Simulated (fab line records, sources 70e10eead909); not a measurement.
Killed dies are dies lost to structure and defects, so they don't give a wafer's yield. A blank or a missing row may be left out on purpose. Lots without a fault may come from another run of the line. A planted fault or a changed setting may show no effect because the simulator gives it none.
Chamber matching | flow nand_harc | NHARC_P_GATE_DESCUM_61 on rie_diel-12: 4 sister chambers
The step chemistry O2, time 3 s. 16 wafers are shown with their chamber, then 8 later ones without.

WAFERS WITH THEIR CHAMBER
wafer  | chamber | showerhead_plenum_p_Torr (Torr) | drypump_motor_current_A (A) | oes_product_au (a.u.)
L264.3 | 2       | 1.86                            | 5.84                        | 1.002
L264.4 | 3       | 1.85                            | 5.46                        | 0.998
L264.5 | 0       | 2.02                            | 5.55                        | 0.998
L266.1 | 1       | 1.91                            | 5.76                        | 0.998
L266.3 | 3       | 1.85                            | 5.43                        | 1.006
L266.4 | 2       | 1.86                            | 5.88                        | 0.996
L265.1 | 3       | 1.85                            | 5.40                        | 1.011
L265.2 | 1       | 1.91                            | 5.78                        | 1.008
L265.5 | 0       | 2.02                            | 5.51                        | 1.008
L282.1 | 3       | 1.85                            | 5.41                        | 1.009
L282.2 | 2       | 1.85                            | 5.87                        | 1.003
L282.6 | 3       | 1.85                            | 5.45                        | 1.010
L284.2 | 0       | 2.01                            | 5.55                        | 0.996
L284.3 | 3       | 1.85                            | 5.49                        | 1.004
L284.6 | 2       | 1.85                            | 5.87                        | 1.001
L283.1 | 1       | 1.91                            | 5.78                        | 1.019

SIGNATURES (means of the wafers above)
reading                  | chamber 0 | chamber 1 | chamber 2 | chamber 3 | scatter within a chamber
showerhead_plenum_p_Torr | 2.0167    | 1.9100    | 1.8550    | 1.8500    | 0.00373
drypump_motor_current_A  | 5.5367    | 5.7733    | 5.8650    | 5.4400    | 0.0255
oes_product_au           | 1.00067   | 1.00833   | 1.00050   | 1.00633   | 0.00612
Rule: a wafer's distance from a chamber is the root of the sum, over the readings, of the square of ((its reading less the chamber's mean) divided by the reading's scatter). The wafer belongs to the nearest chamber; if the next one is less than 2 further off, it can't be placed. The scatter: the root of (the sum of the squares of (reading less its chamber's mean) over the shown wafers, divided by (wafers less chambers)).

WAFERS WITHOUT THEIR CHAMBER
wafer  | showerhead_plenum_p_Torr (Torr) | drypump_motor_current_A (A) | oes_product_au (a.u.)
L283.4 | 1.85                            | 5.43                        | 1.013
L283.5 | 1.85                            | 5.86                        | 1.006
L285.2 | 1.85                            | 5.38                        | 1.010
L285.3 | 1.91                            | 5.75                        | 1.002
L285.4 | 1.85                            | 5.86                        | 1.004
L286.1 | 1.85                            | 5.87                        | 0.992
L286.2 | 2.01                            | 5.53                        | 0.998
L286.4 | 1.85                            | 5.39                        | 0.999

WHICH CHAMBER EACH WENT THROUGH
wafer  | from the rows above | in truth
L283.4 | 3                   | 3
L283.5 | 2                   | 2
L285.2 | 3                   | 3
L285.3 | 1                   | 1
L285.4 | 2                   | 2
L286.1 | 2                   | 2
L286.2 | 0                   | 0
L286.4 | 3                   | 3
Placed correctly: 8 of 8. Can't be placed from these rows: 0. Placed wrongly: 0.
